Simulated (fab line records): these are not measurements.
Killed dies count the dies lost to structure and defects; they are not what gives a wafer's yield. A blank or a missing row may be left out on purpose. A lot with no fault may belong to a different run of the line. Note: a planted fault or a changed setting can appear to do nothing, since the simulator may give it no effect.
fab line records | flow n5-finfet | part 1 of 2: steps 1 to 14 of 25
[record] lots = 5 | wafers = 15 | last-day = 19
route steps=1938 shown MOL_CONTACT_COAG@604
lots untouched by any fault: they come from a run of this same line in which no faults occurred
start-h: start of the lot's first displayed wafer, in hours after the record's first day | wait-h: hours from the lot's prior step to this one | " as in the row above | L1.1+2: one row covering several wafers at once | - either no value or no given start | * or withheld: withheld | < > ~ a bound
route shown NAME@n: NAME is a module with steps in the file, n the number in the route of the first one | usual: average and standard deviation across the fault-free wafers | same: alike in all rows | chamber/n: place in a boat | sites: per-site readings | _std_site: standard deviation of those values | _edge_site: mean of outer sites minus mean of inner sites | radius-mm: for every site, how far away it sits from the centre of the wafer | mask NAME#n: copy n | behind: the tool/chamber that last shaped the wafer | hold: why the lot was held/for how many hours/how that ended | device: which transistor (n, p or np) failed to switch | end of line: the route-end tests of the same wafers | where a step has no rows: the recipe by itself | killed: dies that structure and defects cost at the first sort, which is not the same as the wafer's yield | map: the dies of a wafer, with x for killed, . for not killed, _ for no die there
set.NAME: the run value of the setting; set.NAME@STEP: its run value at that earlier step | model.NAME: the simulator's own value behind a step, which no gauge read
lots at selected steps of the route; one table per step, one row per wafer
services: the hour from which a tool's chamber was out of use, counted from the record's first day as start-h (under 0 if before that day), plus the number of hours and why
[[steps]]
[step N5_MOL_CONTACT_COAG_INSPECT_42]
[recipe] mode = adi | inspect-instrument = brightfield
[usual] raw-defect-count = 202/55
lot.wafer | tool              | chamber | start-h | wait-h | raw-defect-count
L076.1    | defect-inspect-02 | -       | 118.32  | 0.1    | 196
L076.2    | "                 | -       | "       | "      | 193
L076.5    | "                 | -       | "       | "      | 232
L078.1    | defect-inspect-02 | -       | 121.01  | 0.1    | 183
L078.4    | "                 | -       | "       | "      | 190
L078.5    | "                 | -       | "       | "      | 205
L080.1    | defect-inspect-01 | -       | 137.48  | 0.1    | 178
L080.3    | "                 | -       | "       | "      | 192
L080.6    | "                 | -       | "       | "      | 229
L095.1    | defect-inspect-01 | -       | 225.75  | 0.1    | 273
L095.3    | "                 | -       | "       | "      | 215
L095.4    | "                 | -       | "       | "      | 217
L097.2    | defect-inspect-02 | -       | 237.84  | 0.0    | 293
L097.3    | "                 | -       | "       | "      | 172
L097.4    | "                 | -       | "       | "      | 220
[step N5_MOL_CONTACT_COAG_DESCUM_45]
[recipe] chemistry = O2 | time-s = 7 | source-power-w = 50 | bias-power-w = 20 | pressure-mtorr = 20 | rf-frequency-hz = 2.712e+07 | temp-c = 40 | resist = CAR-EUV | o2-flow-sccm = 225
[usual] drypump-motor-current-A = 5.8/0.47 | oes-product-au = 0.81/0.082 | rf-vpp-V = 242.9/1.3 | showerhead-plenum-p-Torr = 2.08/0.073 | throttle-valve-pct = 20.37/0.26
lot.wafer | tool        | chamber | start-h | wait-h | drypump-motor-current-A | oes-product-au | rf-hours-counter-h | rf-vpp-V | showerhead-plenum-p-Torr | throttle-valve-pct
L076.1    | rie-diel-05 | 0       | 118.36  | 0.0    | 5.4                     | 0.88           | 30                 | 243.0    | 2.11                     | 20.14
L076.2    | "           | 2       | "       | "      | 5.6                     | 0.76           | 165                | 243.6    | 2.19                     | 20.56
L076.5    | "           | 3       | "       | "      | 5.6                     | 0.66           | -                  | 243.3    | 2.06                     | 20.41
L078.1    | rie-diel-01 | 1       | 121.50  | 0.5    | 6.4                     | 0.88           | 30                 | 243.5    | 2.05                     | 20.07
L078.4    | "           | 2       | "       | "      | 5.4                     | 0.72           | 184                | 244.2    | 2.16                     | 20.42
L078.5    | "           | 3       | "       | "      | 5.1                     | 0.77           | -                  | 240.3    | 1.92                     | 20.19
L080.1    | rie-diel-05 | 1       | 137.51  | 0.0    | 6.2                     | 1.01           | 2                  | 243.4    | 2.05                     | 20.17
L080.3    | "           | 2       | "       | "      | 5.6                     | 0.76           | 175                | 244.3    | 2.18                     | 20.58
L080.6    | "           | 0       | "       | "      | 5.3                     | 0.87           | -                  | 243.9    | 2.11                     | 20.14
L095.1    | rie-diel-05 | 0       | 225.79  | 0.0    | 5.3                     | 0.81           | 71                 | 243.5    | 2.10                     | 20.18
L095.3    | "           | 1       | "       | "      | 6.2                     | 0.91           | 34                 | 242.3    | 2.04                     | 20.23
L095.4    | "           | 3       | "       | "      | 5.5                     | 0.88           | 19                 | 243.3    | 2.05                     | 20.06
L097.2    | rie-diel-01 | 0       | 237.87  | 0.0    | 6.2                     | 0.76           | 162                | 240.6    | 2.00                     | 20.58
L097.3    | "           | 1       | "       | "      | 6.5                     | 0.83           | 67                 | 243.2    | 2.04                     | 20.12
L097.4    | "           | 0       | "       | "      | 6.2                     | 0.76           | -                  | 241.4    | 2.00                     | 20.60
[step N5_MOL_CONTACT_COAG_ETCH_65]
[recipe] chemistry = N2/H2 | target = underlayer | target-depth-a = 130 | mask-material = CAR-EUV | time-s = 10.4 | ion-energy-ev = 200 | pressure-mtorr = 30 | source-w = 840 | bias-w = 150 | n2-flow-sccm = 200 | h2-flow-sccm = 200 | ends = cleared
[usual] drypump-motor-current-A = 5.8/0.47 | etch-rf-on-time-s = 10.33/0.22 | oes-product-au = 0.69/0.067 | rf-vpp-V = 523.5/2.5 | showerhead-plenum-p-Torr = 2.53/0.093 | throttle-valve-pct = 17.80/0.27
lot.wafer | tool        | chamber | start-h | wait-h | drypump-motor-current-A | etch-rf-on-time-s | oes-product-au | rf-hours-counter-h | rf-vpp-V | showerhead-plenum-p-Torr | throttle-valve-pct
L076.1    | rie-diel-05 | 0       | 118.39  | 0.0    | 5.4                     | 10.25             | 0.76           | 30                 | 524.7    | 2.59                     | 17.67
L076.2    | "           | 2       | "       | "      | 5.6                     | 9.95              | 0.67           | 165                | 528.1    | 2.65                     | 17.96
L076.5    | "           | 3       | "       | "      | 5.6                     | 10.21             | 0.57           | -                  | 523.7    | 2.49                     | 17.80
L078.1    | rie-diel-01 | 1       | 121.53  | 0.0    | 6.4                     | 10.02             | 0.75           | 30                 | 523.3    | 2.51                     | 17.57
L078.4    | "           | 2       | "       | "      | 5.4                     | 10.48             | 0.62           | 184                | 527.4    | 2.63                     | 17.92
L078.5    | "           | 3       | "       | "      | 5.1                     | 10.26             | 0.66           | -                  | 518.9    | 2.33                     | 17.47
L080.1    | rie-diel-05 | 1       | 137.55  | 0.0    | 6.2                     | 10.33             | 0.84           | 2                  | 522.7    | 2.48                     | 17.54
L080.3    | "           | 2       | "       | "      | 5.6                     | 9.92              | 0.67           | 175                | 526.2    | 2.65                     | 17.99
L080.6    | "           | 0       | "       | "      | 5.4                     | 10.36             | 0.75           | -                  | 526.2    | 2.58                     | 17.68
L095.1    | rie-diel-05 | 0       | 225.82  | 0.0    | 5.4                     | 10.38             | 0.71           | 71                 | 524.7    | 2.57                     | 17.73
L095.3    | "           | 1       | "       | "      | 6.2                     | 10.41             | 0.77           | 34                 | 522.3    | 2.47                     | 17.60
L095.4    | "           | 3       | "       | "      | 5.5                     | 10.51             | 0.77           | 19                 | 521.5    | 2.48                     | 17.36
L097.2    | rie-diel-01 | 0       | 237.90  | 0.0    | 6.2                     | 10.67             | 0.64           | 162                | 520.5    | 2.43                     | 17.89
L097.3    | "           | 1       | "       | "      | 6.5                     | 9.98              | 0.70           | 67                 | 522.0    | 2.49                     | 17.62
L097.4    | "           | 0       | "       | "      | 6.2                     | 10.67             | 0.64           | -                  | 519.5    | 2.43                     | 17.87
[step N5_MOL_CONTACT_COAG_ETCH_66]
[recipe] chemistry = CF4 | target = SiARC | target-depth-a = 130 | mask-material = CAR-EUV | time-s = 21.7 | ion-energy-ev = 80 | pressure-mtorr = 40 | source-w = 545 | bias-w = 36 | Ar_flow_sccm = 100 | cf4-flow-sccm = 100 | ends = cleared
[usual] drypump-motor-current-A = 5.8/0.47 | etch-rf-on-time-s = 21.6/0.54 | oes-product-au = 0.69/0.068 | rf-vpp-V = 184.1/1.2 | showerhead-plenum-p-Torr = 2.14/0.074 | throttle-valve-pct = 15.60/0.25
lot.wafer | tool        | chamber | start-h | wait-h | drypump-motor-current-A | etch-rf-on-time-s | oes-product-au | rf-hours-counter-h | rf-vpp-V | showerhead-plenum-p-Torr | throttle-valve-pct
L076.1    | rie-diel-05 | 0       | 118.41  | 0.0    | 5.3                     | 21.5              | 0.76           | 30                 | 183.9    | 2.20                     | 15.48
L076.2    | "           | 2       | "       | "      | 5.6                     | 20.6              | 0.68           | 165                | 186.2    | 2.23                     | 15.76
L076.5    | "           | 3       | "       | "      | 5.5                     | 21.4              | 0.58           | -                  | 183.4    | 2.12                     | 15.73
L078.1    | rie-diel-01 | 1       | 121.55  | 0.0    | 6.5                     | 20.8              | 0.75           | 30                 | 183.4    | 2.10                     | 15.20
L078.4    | "           | 2       | "       | "      | 5.4                     | 21.9              | 0.62           | 184                | 185.6    | 2.21                     | 15.69
L078.5    | "           | 3       | "       | "      | 5.1                     | 21.5              | 0.66           | -                  | 184.0    | 1.97                     | 15.41
L080.1    | rie-diel-05 | 1       | 137.57  | 0.0    | 6.1                     | 21.2              | 0.85           | 2                  | 183.8    | 2.11                     | 15.38
L080.3    | "           | 2       | "       | "      | 5.6                     | 20.4              | 0.67           | 175                | 185.1    | 2.23                     | 15.77
L080.6    | "           | 0       | "       | "      | 5.4                     | 21.3              | 0.74           | -                  | 185.6    | 2.20                     | 15.49
L095.1    | rie-diel-05 | 0       | 225.84  | 0.0    | 5.4                     | 21.7              | 0.71           | 71                 | 185.1    | 2.19                     | 15.59
L095.3    | "           | 1       | "       | "      | 6.2                     | 21.6              | 0.77           | 34                 | 183.9    | 2.10                     | 15.46
L095.4    | "           | 3       | "       | "      | 5.6                     | 21.7              | 0.78           | 19                 | 183.6    | 2.11                     | 15.25
L097.2    | rie-diel-01 | 0       | 237.92  | 0.0    | 6.3                     | 22.6              | 0.64           | 162                | 184.7    | 2.05                     | 15.76
L097.3    | "           | 1       | "       | "      | 6.5                     | 21.0              | 0.71           | 67                 | 185.1    | 2.09                     | 15.28
L097.4    | "           | 0       | "       | "      | 6.2                     | 22.3              | 0.65           | -                  | 181.6    | 2.05                     | 15.76
[step N5_MOL_CONTACT_COAG_ALD_133]
[recipe] material = SiO2 | target-thk-a = 50 | temp-c = 100 | ald-precursor-family = BDEAS | ald-co-reactant = O2-plasma | pulse-time-s = 1 | co-reactant-pulse-time-s = 1 | purge-time-s = 2 | co-reactant-purge-time-s = 2 | ald-cycles = 35 | pressure-torr = 2
[usual] heater-power-w = 77/7.1 | precursor-pulse-height-rel = 0.999/0.018
lot.wafer | tool       | chamber | start-h | wait-h | heater-power-w | precursor-pulse-height-rel
L076.1    | ald-sin-01 | 1       | 118.49  | 0.1    | 86             | 1.002
L076.2    | "          | 0       | "       | "      | 70             | 0.992
L076.5    | "          | 2       | "       | "      | 80             | 0.999
L078.1    | ald-sin-02 | 0       | 121.63  | 0.1    | 69             | 1.005
L078.4    | "          | 2       | "       | "      | 69             | 0.965
L078.5    | "          | 2       | "       | "      | 67             | 1.017
L080.1    | ald-sin-03 | 1       | 137.65  | 0.1    | 74             | 1.001
L080.3    | "          | 2       | "       | "      | 77             | 1.003
L080.6    | "          | 1       | "       | "      | 74             | 0.986
L095.1    | ald-sin-03 | 3       | 225.92  | 0.1    | 83             | 0.986
L095.3    | "          | 1       | "       | "      | 74             | 1.004
L095.4    | "          | 2       | "       | "      | 77             | 1.019
L097.2    | ald-sin-02 | 0       | 238.14  | 0.2    | 67             | 1.012
L097.3    | "          | 3       | "       | "      | 85             | 1.016
L097.4    | "          | 2       | "       | "      | 68             | 1.000
[step N5_MOL_CONTACT_COAG_ETCHBACK_134]
[recipe] chemistry = CHF3 | target = SiO2 | target-depth-a = 100 | time-s = 6.7 | ion-energy-ev = 200 | pressure-mtorr = 30 | source-w = 610 | bias-w = 170 | Ar_flow_sccm = 200 | CHF3_flow_sccm = 50
[usual] drypump-motor-current-A = 5.9/0.51 | oes-product-au = 0.81/0.073 | rf-vpp-V = 519/9.7 | showerhead-plenum-p-Torr = 2.39/0.076 | throttle-valve-pct = 18.74/0.26
lot.wafer | tool        | chamber | start-h | wait-h | drypump-motor-current-A | oes-product-au | rf-hours-counter-h | rf-vpp-V | showerhead-plenum-p-Torr | throttle-valve-pct
L076.1    | rie-diel-05 | 2       | 118.85  | 0.3    | 5.6                     | 0.77           | 166                | 526      | 2.47                     | 18.78
L076.2    | "           | 0       | "       | "      | 5.4                     | 0.88           | 31                 | 512      | 2.45                     | 18.67
L076.5    | "           | 2       | "       | "      | 5.7                     | 0.77           | -                  | 525      | 2.47                     | 18.78
L078.1    | rie-diel-03 | 1       | 121.89  | 0.2    | 6.5                     | 0.89           | 23                 | 513      | 2.43                     | 18.50
L078.4    | "           | 0       | "       | "      | 6.0                     | 0.85           | 51                 | 522      | 2.32                     | 18.73
L078.5    | "           | 3       | "       | "      | 5.6                     | 0.69           | -                  | 538      | 2.46                     | 19.26
L080.1    | rie-diel-01 | 0       | 137.83  | 0.1    | 6.2                     | 0.78           | 130                | 507      | 2.29                     | 18.81
L080.3    | "           | 3       | "       | "      | 5.1                     | 0.77           | 149                | 519      | 2.19                     | 18.49
L080.6    | "           | 0       | "       | "      | 6.2                     | 0.77           | -                  | 508      | 2.29                     | 18.80
L095.1    | rie-diel-05 | 3       | 226.10  | 0.1    | 5.6                     | 0.90           | 19                 | 519      | 2.34                     | 18.39
L095.3    | "           | 2       | "       | "      | 5.6                     | 0.74           | 208                | 525      | 2.45                     | 18.84
L095.4    | "           | 1       | "       | "      | 6.2                     | 0.89           | 34                 | 522      | 2.33                     | 18.58
L097.2    | rie-diel-05 | 0       | 238.35  | 0.1    | 5.3                     | 0.81           | 74                 | 514      | 2.43                     | 18.75
L097.3    | "           | 1       | "       | "      | 6.2                     | 0.89           | 36                 | 522      | 2.33                     | 18.57
L097.4    | "           | 2       | "       | "      | 5.6                     | 0.74           | 209                | 524      | 2.45                     | 18.87
[step N5_MOL_CONTACT_COAG_ETCH_67]
[recipe] chemistry = N2/H2 | target = SOC | target-depth-a = 600 | overetch-a = 210 | mask-material = SiARC | temp-c = 40 | time-s = 101.2 | ion-energy-ev = 200 | pressure-mtorr = 30 | source-w = 840 | bias-w = 150 | n2-flow-sccm = 200 | h2-flow-sccm = 200
[usual] drypump-motor-current-A = 6.0/0.51 | oes-product-au = 0.68/0.06 | rf-vpp-V = 523.9/2.5 | showerhead-plenum-p-Torr = 2.54/0.083 | throttle-valve-pct = 17.78/0.28
lot.wafer | tool        | chamber | start-h | wait-h | drypump-motor-current-A | oes-product-au | rf-hours-counter-h | rf-vpp-V | showerhead-plenum-p-Torr | throttle-valve-pct
L076.1    | rie-diel-05 | 2       | 118.89  | 0.0    | 5.6                     | 0.64           | 166                | 527.8    | 2.65                     | 17.94
L076.2    | "           | 0       | "       | "      | 5.4                     | 0.73           | 31                 | 525.2    | 2.59                     | 17.63
L076.5    | "           | 2       | "       | "      | 5.6                     | 0.65           | -                  | 527.0    | 2.65                     | 17.95
L078.1    | rie-diel-03 | 1       | 121.92  | 0.0    | 6.5                     | 0.75           | 23                 | 524.8    | 2.60                     | 17.54
L078.4    | "           | 0       | "       | "      | 6.0                     | 0.71           | 51                 | 522.5    | 2.48                     | 17.95
L078.5    | "           | 3       | "       | "      | 5.6                     | 0.59           | -                  | 527.1    | 2.63                     | 18.34
L080.1    | rie-diel-01 | 0       | 137.86  | 0.0    | 6.2                     | 0.66           | 130                | 520.3    | 2.44                     | 17.80
L080.3    | "           | 3       | "       | "      | 5.1                     | 0.64           | 149                | 518.8    | 2.32                     | 17.46
L080.6    | "           | 0       | "       | "      | 6.2                     | 0.66           | -                  | 521.0    | 2.44                     | 17.81
L095.1    | rie-diel-05 | 3       | 226.13  | 0.0    | 5.6                     | 0.76           | 19                 | 520.5    | 2.48                     | 17.32
L095.3    | "           | 2       | "       | "      | 5.6                     | 0.62           | 208                | 525.5    | 2.63                     | 18.02
L095.4    | "           | 1       | "       | "      | 6.2                     | 0.75           | 34                 | 521.1    | 2.47                     | 17.55
L097.2    | rie-diel-05 | 0       | 238.38  | 0.0    | 5.4                     | 0.69           | 74                 | 524.3    | 2.57                     | 17.71
L097.3    | "           | 1       | "       | "      | 6.2                     | 0.74           | 36                 | 523.4    | 2.47                     | 17.57
L097.4    | "           | 2       | "       | "      | 5.6                     | 0.61           | 209                | 526.8    | 2.63                     | 18.02
[step N5_MOL_CONTACT_COAG_STRIP_68]
[recipe] chemistry = N2/H2 | temp-c = 40 | n2-flow-sccm = 200 | h2-flow-sccm = 200 | rf-frequency-hz = 6e+07
lot.wafer  | tool        | chamber | start-h | wait-h
L076.1+2+5 | rie-diel-05 | 2,0,2   | 118.96  | 0.0
L078.1+4+5 | rie-diel-03 | 1,0,3   | 121.99  | 0.0
L080.1+3+6 | rie-diel-01 | 0,3,0   | 137.93  | 0.0
L095.1+3+4 | rie-diel-05 | 3,2,1   | 226.20  | 0.0
L097.2+3+4 | rie-diel-05 | 0,1,2   | 238.45  | 0.0
[step N5_MOL_CONTACT_COAG_STRIP_69]
[recipe] chemistry = N2/H2 | temp-c = 40 | n2-flow-sccm = 200 | h2-flow-sccm = 200 | rf-frequency-hz = 6e+07
lot.wafer  | tool        | chamber | start-h | wait-h
L076.1+2+5 | rie-diel-05 | 2,0,2   | 118.97  | 0.0
L078.1+4+5 | rie-diel-03 | 1,0,3   | 122.00  | 0.0
L080.1+3+6 | rie-diel-01 | 0,3,0   | 137.94  | 0.0
L095.1+3+4 | rie-diel-05 | 3,2,1   | 226.21  | 0.0
L097.2+3+4 | rie-diel-05 | 0,1,2   | 238.46  | 0.0
[step N5_MOL_CONTACT_COAG_ETCHBACK_136]
[recipe] chemistry = CHF3 | target = SiO2 | target-depth-a = 250 | time-s = 16.7 | ion-energy-ev = 200 | pressure-mtorr = 30 | source-w = 610 | bias-w = 170 | Ar_flow_sccm = 200 | CHF3_flow_sccm = 50
[usual] drypump-motor-current-A = 5.9/0.51 | oes-product-au = 0.81/0.073 | rf-vpp-V = 519/9.6 | showerhead-plenum-p-Torr = 2.39/0.076 | throttle-valve-pct = 18.74/0.26
lot.wafer | tool        | chamber | start-h | wait-h | drypump-motor-current-A | oes-product-au | rf-hours-counter-h | rf-vpp-V | showerhead-plenum-p-Torr | throttle-valve-pct
L076.1    | rie-diel-05 | 2       | 118.98  | 0.0    | 5.6                     | 0.77           | 166                | 525      | 2.47                     | 18.78
L076.2    | "           | 0       | "       | "      | 5.3                     | 0.87           | 31                 | 514      | 2.45                     | 18.69
L076.5    | "           | 2       | "       | "      | 5.6                     | 0.76           | -                  | 524      | 2.47                     | 18.77
L078.1    | rie-diel-03 | 1       | 122.01  | 0.0    | 6.5                     | 0.89           | 23                 | 513      | 2.43                     | 18.51
L078.4    | "           | 0       | "       | "      | 6.0                     | 0.86           | 51                 | 522      | 2.32                     | 18.72
L078.5    | "           | 3       | "       | "      | 5.6                     | 0.70           | -                  | 539      | 2.46                     | 19.27
L080.1    | rie-diel-01 | 0       | 137.95  | 0.0    | 6.2                     | 0.77           | 130                | 507      | 2.29                     | 18.81
L080.3    | "           | 3       | "       | "      | 5.1                     | 0.76           | 149                | 519      | 2.19                     | 18.52
L080.6    | "           | 0       | "       | "      | 6.2                     | 0.78           | -                  | 507      | 2.29                     | 18.82
L095.1    | rie-diel-05 | 3       | 226.22  | 0.0    | 5.6                     | 0.89           | 19                 | 520      | 2.34                     | 18.38
L095.3    | "           | 2       | "       | "      | 5.6                     | 0.75           | 209                | 525      | 2.45                     | 18.86
L095.4    | "           | 1       | "       | "      | 6.1                     | 0.89           | 34                 | 521      | 2.33                     | 18.59
L097.2    | rie-diel-05 | 0       | 238.47  | 0.0    | 5.4                     | 0.82           | 74                 | 513      | 2.43                     | 18.76
L097.3    | "           | 1       | "       | "      | 6.2                     | 0.89           | 36                 | 520      | 2.33                     | 18.57
L097.4    | "           | 2       | "       | "      | 5.6                     | 0.74           | 209                | 525      | 2.45                     | 18.85
[step N5_MOL_CONTACT_COAG_STRIP_120]
[recipe] chemistry = CHF3 | resist = SiARC | rf-frequency-hz = 6e+07
lot.wafer  | tool        | chamber | start-h | wait-h
L076.1+2+5 | rie-diel-05 | 2,0,2   | 119.00  | 0.0
L078.1+4+5 | rie-diel-03 | 1,0,3   | 122.04  | 0.0
L080.1+3+6 | rie-diel-01 | 0,3,0   | 137.98  | 0.0
L095.1+3+4 | rie-diel-05 | 3,2,1   | 226.25  | 0.0
L097.2+3+4 | rie-diel-05 | 0,1,2   | 238.49  | 0.0
[step N5_MOL_CONTACT_COAG_VIA_ETCH_117]
[recipe] chemistry = C4F6/O2 | target-depth-a = 400 | overetch-a = 80 | mask-material = SOC | target = SiO2 | bias-w = 455 | pressure-mtorr = 10 | time-s = 26 | source-w = 325 | Ar_flow_sccm = 300 | C4F6_flow_sccm = 10 | O2_flow_sccm = 10 | ion-energy-ev = 575.3 | ends = end-point
[usual] drypump-motor-current-A = 5.9/0.51 | oes_o_777_au = 0.82/0.076 | oes-product-au = 0.73/0.064 | rf-vpp-V = 1571/28 | showerhead-plenum-p-Torr = 2.85/0.089 | throttle-valve-pct = 41.1/0.44
lot.wafer | tool        | chamber | start-h | wait-h | drypump-motor-current-A | oes_o_777_au | oes-product-au | rf-hours-counter-h | rf-vpp-V | showerhead-plenum-p-Torr | throttle-valve-pct
L076.1    | rie-diel-05 | 2       | 119.01  | 0.0    | 5.6                     | 0.81         | 0.67           | 166                | 1591     | 2.94                     | 40.8
L076.2    | "           | 0       | "       | "      | 5.4                     | 0.86         | 0.78           | 31                 | 1555     | 2.92                     | 41.5
L076.5    | "           | 2       | "       | "      | 5.6                     | 0.80         | 0.68           | -                  | 1590     | 2.94                     | 40.8
L078.1    | rie-diel-03 | 1       | 122.05  | 0.0    | 6.5                     | 0.92         | 0.80           | 23                 | 1555     | 2.90                     | 40.6
L078.4    | "           | 0       | "       | "      | 6.0                     | 0.84         | 0.77           | 51                 | 1582     | 2.77                     | 41.4
L078.5    | "           | 3       | "       | "      | 5.6                     | 0.71         | 0.63           | -                  | 1625     | 2.93                     | 41.7
L080.1    | rie-diel-01 | 0       | 137.99  | 0.0    | 6.3                     | 0.77         | 0.71           | 131                | 1539     | 2.73                     | 41.2
L080.3    | "           | 3       | "       | "      | 5.1                     | 0.79         | 0.69           | 149                | 1574     | 2.61                     | 40.1
L080.6    | "           | 0       | "       | "      | 6.2                     | 0.77         | 0.71           | -                  | 1537     | 2.73                     | 41.2
L095.1    | rie-diel-05 | 3       | 226.26  | 0.0    | 5.6                     | 0.93         | 0.81           | 19                 | 1575     | 2.80                     | 40.8
L095.3    | "           | 2       | "       | "      | 5.6                     | 0.77         | 0.65           | 209                | 1588     | 2.92                     | 40.8
L095.4    | "           | 1       | "       | "      | 6.2                     | 0.88         | 0.80           | 34                 | 1576     | 2.78                     | 40.6
L097.2    | rie-diel-05 | 0       | 238.50  | 0.0    | 5.4                     | 0.81         | 0.74           | 74                 | 1552     | 2.90                     | 41.5
L097.3    | "           | 1       | "       | "      | 6.2                     | 0.87         | 0.79           | 36                 | 1578     | 2.78                     | 40.6
L097.4    | "           | 2       | "       | "      | 5.6                     | 0.78         | 0.65           | 209                | 1587     | 2.92                     | 40.8
[step N5_MOL_CONTACT_COAG_ETCH_124]
[recipe] chemistry = CH3F/O2 | target = SiNx | target-depth-a = 65 | mask-material = SOC | stop-on = SiOC | over-etch-frac = 0.3 | ion-energy-ev = 120 | pressure-mtorr = 30 | source-w = 395 | bias-w = 73 | Ar_flow_sccm = 150 | CH3F_flow_sccm = 30 | O2_flow_sccm = 20 | ends = end-point
[usual] drypump-motor-current-A = 5.9/0.51 | oes_o_777_au = 0.82/0.074 | oes-product-au = 0.70/0.062 | rf-vpp-V = 294/5.5 | showerhead-plenum-p-Torr = 2.00/0.065 | throttle-valve-pct = 16.31/0.26
lot.wafer | tool        | chamber | start-h | wait-h | drypump-motor-current-A | oes_o_777_au | oes-product-au | rf-hours-counter-h | rf-vpp-V | showerhead-plenum-p-Torr | throttle-valve-pct
L076.1    | rie-diel-05 | 2       | 119.04  | 0.0    | 5.7                     | 0.80         | 0.65           | 166                | 300      | 2.08                     | 16.39
L076.2    | "           | 0       | "       | "      | 5.4                     | 0.88         | 0.74           | 31                 | 291      | 2.05                     | 16.20
L076.5    | "           | 2       | "       | "      | 5.6                     | 0.79         | 0.65           | -                  | 297      | 2.08                     | 16.38
L078.1    | rie-diel-03 | 1       | 122.08  | 0.0    | 6.5                     | 0.90         | 0.77           | 23                 | 291      | 2.04                     | 16.04
L078.4    | "           | 0       | "       | "      | 6.0                     | 0.85         | 0.73           | 51                 | 297      | 1.95                     | 16.28
L078.5    | "           | 3       | "       | "      | 5.6                     | 0.71         | 0.60           | -                  | 306      | 2.07                     | 16.84
L080.1    | rie-diel-01 | 0       | 138.01  | 0.0    | 6.2                     | 0.78         | 0.68           | 131                | 288      | 1.92                     | 16.39
L080.3    | "           | 3       | "       | "      | 5.1                     | 0.78         | 0.65           | 149                | 296      | 1.83                     | 16.11
L080.6    | "           | 0       | "       | "      | 6.2                     | 0.78         | 0.68           | -                  | 288      | 1.92                     | 16.40
L095.1    | rie-diel-05 | 3       | 226.28  | 0.0    | 5.6                     | 0.93         | 0.77           | 19                 | 295      | 1.97                     | 15.95
L095.3    | "           | 2       | "       | "      | 5.6                     | 0.76         | 0.63           | 209                | 298      | 2.06                     | 16.46
L095.4    | "           | 1       | "       | "      | 6.2                     | 0.87         | 0.76           | 34                 | 294      | 1.96                     | 16.14
L097.2    | rie-diel-05 | 0       | 238.53  | 0.0    | 5.4                     | 0.82         | 0.71           | 74                 | 291      | 2.04                     | 16.29
L097.3    | "           | 1       | "       | "      | 6.2                     | 0.86         | 0.76           | 36                 | 296      | 1.96                     | 16.16
L097.4    | "           | 2       | "       | "      | 5.6                     | 0.76         | 0.63           | 209                | 297      | 2.06                     | 16.47
[step N5_MOL_CONTACT_COAG_ETCH_48]
[recipe] chemistry = C4F6/O2 | target-depth-a = 150 | overetch-a = 45 | mask-material = SOC | target = SiOC | bias-w = 465 | pressure-mtorr = 10 | time-s = 17 | source-w = 335 | Ar_flow_sccm = 300 | C4F6_flow_sccm = 10 | O2_flow_sccm = 10 | ion-energy-ev = 576
[usual] drypump-motor-current-A = 6.0/0.51 | oes_o_777_au = 0.82/0.076 | oes-product-au = 0.68/0.066 | rf-vpp-V = 1573/27 | showerhead-plenum-p-Torr = 2.85/0.089 | throttle-valve-pct = 40.6/0.43
lot.wafer | tool        | chamber | start-h | wait-h | drypump-motor-current-A | oes_o_777_au | oes-product-au | rf-hours-counter-h | rf-vpp-V | showerhead-plenum-p-Torr | throttle-valve-pct
L076.1    | rie-diel-05 | 2       | 119.08  | 0.0    | 5.6                     | 0.81         | 0.62           | 166                | 1592     | 2.94                     | 40.3
L076.2    | "           | 0       | "       | "      | 5.3                     | 0.87         | 0.69           | 31                 | 1558     | 2.92                     | 41.0
L076.5    | "           | 2       | "       | "      | 5.6                     | 0.81         | 0.58           | -                  | 1590     | 2.94                     | 40.3
L078.1    | rie-diel-03 | 1       | 122.12  | 0.0    | 6.5                     | 0.93         | 0.77           | 23                 | 1554     | 2.90                     | 40.2
L078.4    | "           | 0       | "       | "      | 6.0                     | 0.84         | 0.69           | 51                 | 1585     | 2.77                     | 40.9
L078.5    | "           | 3       | "       | "      | 5.6                     | 0.71         | 0.65           | -                  | 1628     | 2.93                     | 41.3
L080.1    | rie-diel-01 | 0       | 138.05  | 0.0    | 6.2                     | 0.76         | 0.66           | 131                | 1542     | 2.73                     | 40.8
L080.3    | "           | 3       | "       | "      | 5.1                     | 0.79         | 0.65           | 149                | 1577     | 2.61                     | 39.7
L080.6    | "           | 0       | "       | "      | 6.2                     | 0.77         | 0.70           | -                  | 1541     | 2.73                     | 40.8
L095.1    | rie-diel-05 | 3       | 226.32  | 0.0    | 5.5                     | 0.93         | 0.71           | 19                 | 1577     | 2.80                     | 40.3
L095.3    | "           | 2       | "       | "      | 5.6                     | 0.78         | 0.64           | 209                | 1590     | 2.92                     | 40.4
L095.4    | "           | 1       | "       | "      | 6.2                     | 0.87         | 0.78           | 34                 | 1580     | 2.78                     | 40.2
L097.2    | rie-diel-05 | 0       | 238.57  | 0.0    | 5.3                     | 0.80         | 0.67           | 74                 | 1556     | 2.90                     | 41.0
L097.3    | "           | 1       | "       | "      | 6.3                     | 0.88         | 0.80           | 36                 | 1578     | 2.78                     | 40.2
L097.4    | "           | 2       | "       | "      | 5.6                     | 0.77         | 0.59           | 209                | 1589     | 2.92                     | 40.4
